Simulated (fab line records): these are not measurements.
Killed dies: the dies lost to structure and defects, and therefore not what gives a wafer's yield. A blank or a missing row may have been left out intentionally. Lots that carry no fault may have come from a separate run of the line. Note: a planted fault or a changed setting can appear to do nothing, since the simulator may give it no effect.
Matching of chambers -- flow nand harc -- NHARC_A_SGD_CUT_DEP_00 on pecvd-03 has 3 sister chambers
The step deposits SiNx, target thk 50 nm. 6 wafers are shown with their chamber, then 8 later ones without.

WAFERS PAIRED WITH THEIR CHAMBERS
wafer,chamber,heater power w (W),heater power outer w (W)
L895.5,1,676,450
L895.6,2,595,361
L898.3,1,640,432
L898.4,0,769,459
L898.5,2,644,375
L905.1,0,736,427

WAFERS WHOSE CHAMBER IS MISSING
wafer,heater power w (W),heater power outer w (W)
L905.2,549,350
L905.3,553,314
L907.1,682,440
L907.3,655,375
L907.5,640,389
L908.1,607,331
L908.5,607,340
L908.6,704,407

WHICH CHAMBER EACH WENT THROUGH
wafer,from the rows above,in truth
L905.2,2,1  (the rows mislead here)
L905.3,2,2
L907.1,can't be placed: 1 or 0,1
L907.3,2,2
L907.5,can't be placed: 2 or 1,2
L908.1,2,2
L908.5,2,2
L908.6,can't be placed: 1 or 0 or 2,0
4 of 8 placed correctly. From these rows, 3 cannot be placed; in 3 the true chamber is one of the candidates. 1 placed wrongly.
How it was worked out, from the rows above alone: a wafer's distance from a chamber is the root of the sum, over the readings, of the square of ((its reading less the chamber's mean) divided by the reading's scatter). The wafer belongs to the nearest chamber; if the next one is less than 2 further off, it can't be placed. Each chamber's mean is taken over the wafers shown for it. The scatter: take each reading less its chamber's mean, square it, sum over the shown wafers, divide by the number of wafers less the number of chambers, and take the root.
